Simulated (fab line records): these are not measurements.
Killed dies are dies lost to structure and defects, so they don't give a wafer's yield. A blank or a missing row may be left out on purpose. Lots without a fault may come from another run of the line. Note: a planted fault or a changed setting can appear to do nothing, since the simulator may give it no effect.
What tool caused it? / flow nandHarc / 13 lots, 39 wafers sampled, at 6 steps of a route of 1302

## WHAT EACH GAUGE READ, for each wafer
NHARC_P_BONDPAD_INSPECT_23.
lot=L731; measured=day 7 04:59; on=defectInspect-02; rawDefectCount=423 631 417
lot=L732; measured=day 7 12:11; on=defectInspect-02; rawDefectCount=480 326 718
lot=L733; measured=day 7 23:34; on=defectInspect-01; rawDefectCount=327 183 315
lot=L735; measured=day 8 23:25; on=defectInspect-02; rawDefectCount=172 253 358
lot=L736; measured=day 9 12:56; on=defectInspect-01; rawDefectCount=225 286 327
lot=L737; measured=day 9 13:31; on=defectInspect-02; rawDefectCount=435 450 407
lot=L738; measured=day 10 01:22; on=defectInspect-01; rawDefectCount=248 253 739
lot=L745; measured=day 12 22:19; on=defectInspect-02; rawDefectCount=189 291 140
lot=L746; measured=day 13 11:41; on=defectInspect-02; rawDefectCount=267 393 351
lot=L747; measured=day 13 15:47; on=defectInspect-01; rawDefectCount=204 128 286
lot=L750; measured=day 15 04:17; on=defectInspect-02; rawDefectCount=282 345 507
lot=L752; measured=day 15 19:06; on=defectInspect-02; rawDefectCount=542 312 302
lot=L753; measured=day 16 02:57; on=defectInspect-02; rawDefectCount=356 397 225

NHARC_A_START_INSPECT_01.
lot=L731; measured=day 7 05:26; on=defectInspect-01; rawDefectCount=3 4 3
lot=L732; measured=day 7 12:40; on=defectInspect-01; rawDefectCount=0 4 3
lot=L733; measured=day 8 00:02; on=defectInspect-02; rawDefectCount=1 2 0
lot=L735; measured=day 8 23:53; on=defectInspect-01; rawDefectCount=8 5 7
lot=L736; measured=day 9 13:26; on=defectInspect-01; rawDefectCount=1 3 3
lot=L737; measured=day 9 13:59; on=defectInspect-01; rawDefectCount=0 1 3
lot=L738; measured=day 10 01:52; on=defectInspect-01; rawDefectCount=2 2 2
lot=L745; measured=day 12 22:48; on=defectInspect-02; rawDefectCount=2 4 5
lot=L746; measured=day 13 12:10; on=defectInspect-02; rawDefectCount=2 4 4
lot=L747; measured=day 13 16:15; on=defectInspect-02; rawDefectCount=1 3 2
lot=L750; measured=day 15 04:46; on=defectInspect-01; rawDefectCount=6 3 5
lot=L752; measured=day 15 19:34; on=defectInspect-02; rawDefectCount=5 5 5
lot=L753; measured=day 16 03:25; on=defectInspect-01; rawDefectCount=9 3 5

NHARC_A_ZERO_WELL_CD_MEAS_10: target cd 2000 nm.
lot=L731; measured=day 7 06:09; on=cdSem-03; cdNm (nm)=2001.8 2001.7 2005.1
lot=L732; measured=day 7 13:22; on=cdSem-02; cdNm (nm)=1999.2 2001.0 2000.4
lot=L733; measured=day 8 00:45; on=cdSem-02; cdNm (nm)=2004.4 2002.6 2004.6
lot=L735; measured=day 9 00:36; on=cdSem-02; cdNm (nm)=2001.4 1999.7 2002.1
lot=L736; measured=day 9 14:08; on=cdSem-02; cdNm (nm)=1997.8 1999.5 2000.7
lot=L737; measured=day 9 14:50; on=cdSem-03; cdNm (nm)=1999.0 1999.4 1998.5
lot=L738; measured=day 10 02:42; on=cdSem-01; cdNm (nm)=1999.4 1998.9 1997.1
lot=L745; measured=day 12 23:31; on=cdSem-03; cdNm (nm)=1999.1 2001.1 2002.1
lot=L746; measured=day 13 13:00; on=cdSem-03; cdNm (nm)=2002.1 2001.5 2001.0
lot=L747; measured=day 13 17:07; on=cdSem-02; cdNm (nm)=2002.5 1998.6 1999.8
lot=L750; measured=day 15 05:29; on=cdSem-02; cdNm (nm)=2001.3 1999.5 1998.1
lot=L752; measured=day 15 20:17; on=cdSem-02; cdNm (nm)=2002.1 2001.3 2003.5
lot=L753; measured=day 16 04:15; on=cdSem-03; cdNm (nm)=2000.0 2000.6 2000.9

NHARC_A_ONON_D1_THK_MEAS_02: measures by ellipsometry.
lot=L731; measured=day 8 04:20; on=filmMetro-02; thkNm (nm)=1006 1006 1006
lot=L732; measured=day 8 13:20; on=filmMetro-01; thkNm (nm)=986 987 986
lot=L733; measured=day 8 23:00; on=filmMetro-02; thkNm (nm)=1000 1000 1001
lot=L735; measured=day 10 00:55; on=filmMetro-02; thkNm (nm)=990 991 991
lot=L736; measured=day 10 14:46; on=filmMetro-02; thkNm (nm)=999 999 998
lot=L737; measured=day 10 14:44; on=filmMetro-02; thkNm (nm)=989 988 986
lot=L738; measured=day 11 01:08; on=filmMetro-02; thkNm (nm)=1011 1011 1008
lot=L745; measured=day 14 02:23; on=filmMetro-01; thkNm (nm)=614 614 616 614 613 615
lot=L746; measured=day 14 11:47; on=filmMetro-02; thkNm (nm)=640 639 642 640 641 641
lot=L747; measured=day 14 15:19; on=filmMetro-02; thkNm (nm)=626 625 625 626 627 626
lot=L750; measured=day 16 03:31; on=filmMetro-02; thkNm (nm)=1012 1013 1013
lot=L752; measured=day 16 19:59; on=filmMetro-01; thkNm (nm)=977 977 978
lot=L753; measured=day 17 02:40; on=filmMetro-01; thkNm (nm)=996 995 996

NHARC_END_SORT_01.
lot=L745; measured=day 30 12:39; on=prober-01; killedAtArray=672 672 668; killedAtOther=0 1 2; killedAtPeriphery=5 4 7; killedDies=677 677 677; killedOpen=2 5 4; killedShort=2 3 3
lot=L746; measured=day 32 23:24; on=prober-02; killedAtArray=675 674 674; killedAtOther=0 0 0; killedAtPeriphery=2 3 3; killedDies=677 677 677; killedOpen=7 3 4; killedShort=1 0 4
lot=L747; measured=day 32 23:23; on=prober-01; killedAtArray=671 675 673; killedAtOther=1 0 1; killedAtPeriphery=5 2 3; killedDies=677 677 677; killedOpen=8 1 4; killedShort=1 2 2

## WHICH TOOL RAN EACH LOT (tool, then ch and the chambers of the sampled wafers, then the start)
lot=L731; NHARC_A_ONON_D1_DEP_00=pecvdOnon-02 ch 0, day 8 03:50
lot=L732; NHARC_A_ONON_D1_DEP_00=pecvdOnon-02 ch 0, day 8 12:53
lot=L733; NHARC_A_ONON_D1_DEP_00=pecvdOnon-03 ch 0, day 8 22:33
lot=L735; NHARC_A_ONON_D1_DEP_00=pecvdOnon-01 ch 0, day 10 00:24
lot=L736; NHARC_A_ONON_D1_DEP_00=pecvdOnon-02 ch 0, day 10 14:18
lot=L737; NHARC_A_ONON_D1_DEP_00=pecvdOnon-01 ch 0, day 10 14:16
lot=L738; NHARC_A_ONON_D1_DEP_00=pecvdOnon-02 ch 0, day 11 00:38
lot=L745; NHARC_A_ONON_D1_DEP_00=pecvdOnon-02 ch 0, day 14 01:54
lot=L746; NHARC_A_ONON_D1_DEP_00=pecvdOnon-02 ch 0, day 14 11:20
lot=L747; NHARC_A_ONON_D1_DEP_00=pecvdOnon-02 ch 0, day 14 14:51
lot=L750; NHARC_A_ONON_D1_DEP_00=pecvdOnon-03 ch 0, day 16 03:01
lot=L752; NHARC_A_ONON_D1_DEP_00=pecvdOnon-02 ch 0, day 16 19:28
lot=L753; NHARC_A_ONON_D1_DEP_00=pecvdOnon-02 ch 0, day 17 02:10
- NHARC_A_ONON_D1_DEP_00: target thk 1000 nm.

## WHAT THE TOOLS THEMSELVES READ (means of the sampled wafers that have a number; where no wafer has one, the mark that the record gives instead)
NHARC_A_ONON_D1_DEP_00.
lot=L731; tool=pecvdOnon-02; n2oFlowSccm (sccm)=2002
lot=L732; tool=pecvdOnon-02; n2oFlowSccm (sccm)=1999
lot=L733; tool=pecvdOnon-03; n2oFlowSccm (sccm)=2001
lot=L735; tool=pecvdOnon-01; n2oFlowSccm (sccm)=1996
lot=L736; tool=pecvdOnon-02; n2oFlowSccm (sccm)=1999
lot=L737; tool=pecvdOnon-01; n2oFlowSccm (sccm)=2002
lot=L738; tool=pecvdOnon-02; n2oFlowSccm (sccm)=1995
lot=L745; tool=pecvdOnon-02; n2oFlowSccm (sccm)=2002
lot=L746; tool=pecvdOnon-02; n2oFlowSccm (sccm)=1998
lot=L747; tool=pecvdOnon-02; n2oFlowSccm (sccm)=2001
lot=L750; tool=pecvdOnon-03; n2oFlowSccm (sccm)=2002
lot=L752; tool=pecvdOnon-02; n2oFlowSccm (sccm)=2008
lot=L753; tool=pecvdOnon-02; n2oFlowSccm (sccm)=1998

## THE ANSWER, worked out from the rows above alone
Rule: usual is defined by the lots themselves. The widest of any qualifying gaps counts: lots, ordered by their means at a reading, are off when they make up no more than a third of the lots, leave a main group of 4 or more, and stand apart from it by 3 or more times the standard deviation of that group's means. If all means in a main group match to the digits the tables above print for the reading, that group is not used. Also off: a lot with no number at a reading for which 4 or more lots have one. The other lots that the step has rows for count as sound. First the gauges in route order, then the tools' own readings, where a lot's mean is used as printed above. The first step at which some lot is off is used, and at that step the reading that is off furthest; a lot without a number counts as furthest.
Off: L745, L746, L747, at NHARC_A_ONON_D1_THK_MEAS_02 (thkNm). Mean 997 nm and standard deviation 11 in the main group.
If a tool, at a process step before that reading, ran all the lots that are off and no sound lot after the first of them, it fits. Gauges at NHARC_A_ONON_D1_THK_MEAS_02: tried the same way as those tools. No candidate that was tried fits.

## WHAT THE SIMULATOR HAD INSERTED
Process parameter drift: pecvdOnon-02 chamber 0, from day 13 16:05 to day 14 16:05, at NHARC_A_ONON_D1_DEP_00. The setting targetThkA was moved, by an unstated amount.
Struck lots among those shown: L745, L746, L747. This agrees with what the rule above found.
